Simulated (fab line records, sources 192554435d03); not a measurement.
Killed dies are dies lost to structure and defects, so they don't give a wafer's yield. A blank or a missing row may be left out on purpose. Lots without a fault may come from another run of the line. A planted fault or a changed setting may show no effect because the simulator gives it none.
Chamber matching | flow n5_finfet | N5_BEOL_M4_DESCUM_16 on rie_diel-02: 4 sister chambers
The step chemistry O2, time 7 s. 8 wafers are shown with their chamber, then 8 later ones without.

WAFERS WITH THEIR CHAMBER
wafer  | chamber | throttle_valve_pct (%) | drypump_motor_current_A (A)
L077.1 | 2       | 20.51                  | 6.5
L077.3 | 1       | 20.65                  | 5.5
L083.4 | 2       | 20.51                  | 6.4
L086.1 | 3       | 20.92                  | 5.1
L086.2 | 1       | 20.67                  | 5.5
L087.5 | 0       | 20.01                  | 5.3
L087.6 | 3       | 20.91                  | 5.1
L089.2 | 0       | 20.01                  | 5.2

WAFERS WITHOUT THEIR CHAMBER
wafer  | throttle_valve_pct (%) | drypump_motor_current_A (A)
L089.3 | 20.54                  | 6.5
L089.6 | 20.53                  | 6.5
L093.1 | 20.56                  | 6.5
L093.4 | 20.55                  | 6.5
L093.5 | 20.70                  | 5.5
L097.1 | 20.59                  | 5.1
L097.4 | 20.57                  | 6.5
L097.5 | 20.59                  | 5.1

WHICH CHAMBER EACH WENT THROUGH
wafer  | from the rows above | in truth
L089.3 | 2                   | 2
L089.6 | 2                   | 2
L093.1 | 2                   | 2
L093.4 | 2                   | 2
L093.5 | 1                   | 1
L097.1 | 1                   | 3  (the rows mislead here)
L097.4 | 2                   | 2
L097.5 | 1                   | 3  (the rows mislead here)
Placed correctly: 6 of 8. Can't be placed from these rows: 0. Placed wrongly: 2.
How it was worked out, from the rows above alone: a wafer's distance from a chamber is the root of the sum, over the readings, of the square of ((its reading less the chamber's mean) divided by the reading's scatter). The wafer belongs to the nearest chamber; if the next one is less than 2 further off, it can't be placed. A chamber's mean is the mean of its shown wafers. The scatter: the root of (the sum of the squares of (reading less its chamber's mean) over the shown wafers, divided by (wafers less chambers)).
